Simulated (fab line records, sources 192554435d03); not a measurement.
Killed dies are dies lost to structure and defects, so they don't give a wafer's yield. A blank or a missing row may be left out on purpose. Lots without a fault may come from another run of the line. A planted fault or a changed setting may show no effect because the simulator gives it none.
A struck lot beside a sound one | flow n5_finfet | 16 steps out of a route of 1938
Sound: wafers L318.1, L318.3, L318.5. Struck: wafers L317.2, L317.3. (L317.5 of the same lot was not struck and is left out.) The cause comes at the end.
At each step with rows: each side's tool, then ch and its chambers, then its first start. Under that, the readings that differ: sound wafers | struck wafers | difference of the means | sigmas: that difference in standard deviations of wafers without a fault.
alike: readings whose means differ by less than 2 such deviations, and words and numbers that are the same on both sides. not compared: withheld readings, readings that some wafer has no value for, bounds like >300 that may hide the same value, and numbers for which the record gives no deviation and whose values overlap.
The two part at a step that has a row with sigmas, a row that says differs or no value, or rows on one side only. Numbers that don't overlap but have no deviation are shown without sigmas and don't part them. A reading that every wafer of one side lacks parts them only if that side has two wafers or more.

N5_MOL_CONTACT_COAG_CD_MEAS_08: target cd 28 nm.
  sound on cd_sem-01 ch 0, day 10 06:40; struck on cd_sem-01 ch 0, day 9 21:02
  alike: cd_nm
N5_MOL_CONTACT_COAG_OVL_MEAS_09:
  sound on overlay-01 ch 0, day 10 06:41; struck on overlay-01 ch 0, day 9 21:04
  alike: CA_OVL
N5_MOL_CONTACT_COAG_INSPECT_10: inspects for defects (brightfield).
  sound on defect_inspect-01, day 10 06:45; struck on defect_inspect-01, day 9 21:07
  alike: raw_defect_count
then, 1 step without rows for these wafers: N5_MOL_CONTACT_COAG_DESCUM_13 (chemistry O2, time 7 s).
N5_MOL_CONTACT_COAG_ETCH_59: etches underlayer in N2/H2, target depth 13 nm, time 10.4 s.
  sound on rie_diel-06 ch 0,1,3, day 10 06:49; struck on rie_diel-01 ch 2,3, day 9 21:11
  alike: bias_w, drypump_motor_current_A, etch_rf_on_time_s, oes_product_au, rf_vpp_V, showerhead_plenum_p_Torr, throttle_valve_pct
  not compared: rf_hours_counter_h
N5_MOL_CONTACT_COAG_ETCH_105: etches SiARC in CF4, target depth 15.6 nm, time 26 s.
  sound on rie_diel-06 ch 0,1,3, day 10 06:50; struck on rie_diel-01 ch 2,3, day 9 21:12
  alike: bias_w, drypump_motor_current_A, etch_rf_on_time_s, oes_product_au, rf_vpp_V, showerhead_plenum_p_Torr, throttle_valve_pct
  not compared: rf_hours_counter_h
N5_MOL_CONTACT_COAG_ETCH_106: etches SOC in N2/H2, target depth 80 nm, overetch 16 nm, time 120 s.
  sound on rie_diel-06 ch 0,1,3, day 10 06:52; struck on rie_diel-01 ch 2,3, day 9 21:14
  alike: bias_w, drypump_motor_current_A, oes_product_au, rf_vpp_V, showerhead_plenum_p_Torr, throttle_valve_pct
  not compared: rf_hours_counter_h
then, 4 steps without rows for these wafers: N5_MOL_CONTACT_COAG_STRIP_107 (strips in N2/H2); N5_MOL_CONTACT_COAG_STRIP_108 (strips in N2/H2); N5_MOL_CONTACT_COAG_CONTACT_ETCH_14 (etches SiO2 in C4F6/O2, target depth 27.5 nm, overetch 8.5 nm, time 20 s); N5_MOL_CONTACT_COAG_STRIP_109 (strips in C4F6/O2).
N5_MOL_CONTACT_COAG_ETCH_15: etches SiNx in CH3F/O2, stops on Si:P, target depth 7 nm.
  sound on rie_diel-06 ch 0,1,3, day 10 07:00; struck on rie_diel-01 ch 2,3, day 9 21:22
  alike: bias_w, drypump_motor_current_A, oes_product_au, rf_vpp_V, showerhead_plenum_p_Torr, throttle_valve_pct
  not compared: rf_hours_counter_h
N5_MOL_CONTACT_COAG_ETCH_110: etches Si in CF4/O2, target depth 2.5 nm, time 8 s.
  sound on rie_diel-06 ch 0,1,3, day 10 07:04; struck on rie_diel-01 ch 2,3, day 9 21:26
  reading                                            | sound             | struck      | difference | sigmas
  model.etch.depth_nm (nm)                           | 2.508 2.502 2.498 | 1.955 1.944 | -0.553     |
  model.SOC_of_MOL_CONTACT_COAG_COAT_103.thk_nm (nm) | 73.8 73.8 74      | 74.2 74.4   | +0.4       |
  alike: bias_w, drypump_motor_current_A, oes_product_au, rf_vpp_V, showerhead_plenum_p_Torr, throttle_valve_pct
  not compared: rf_hours_counter_h
N5_MOL_CONTACT_COAG_STRIP_98: strips in N2/H2.
  sound on rie_diel-06 ch 0,1,3, day 10 07:07; struck on rie_diel-01 ch 2,3, day 9 21:29
  alike: drypump_motor_current_A, oes_product_au, rf_vpp_V, showerhead_plenum_p_Torr, throttle_valve_pct
  not compared: rf_hours_counter_h
-- the record jumps here: 4 days lie between the struck wafers' starts before and after (it left off in module MOL_CONTACT_COAG and takes up again in module BEOL_M4, whose first step shown is number 1111 of the route) --
N5_BEOL_M4_RC_MEAS_101:
  sound on prober-01 ch 0, day 13 09:16; struck on prober-01 ch 0, day 13 15:58
  reading       | sound          | struck    | difference | sigmas
  DIBL_N (mV/V) | 35.2 34.2 33.5 | 38.0 38.0 | +3.7       | +2
  DIBL_P (mV/V) | 35.6 34.3 33.9 | 39.2 39.1 | +4.6       | +2
  alike: IOFF_N, IOFF_P, ION_N, ION_P, SS_N, SS_P, VT_N, VT_P
then, 1 step without rows for these wafers: N5_PASSIVATION_PROBE_49.

WHERE THEY PART
Only at N5_BEOL_M4_RC_MEAS_101, within this record.

WHY: what the simulator had put in
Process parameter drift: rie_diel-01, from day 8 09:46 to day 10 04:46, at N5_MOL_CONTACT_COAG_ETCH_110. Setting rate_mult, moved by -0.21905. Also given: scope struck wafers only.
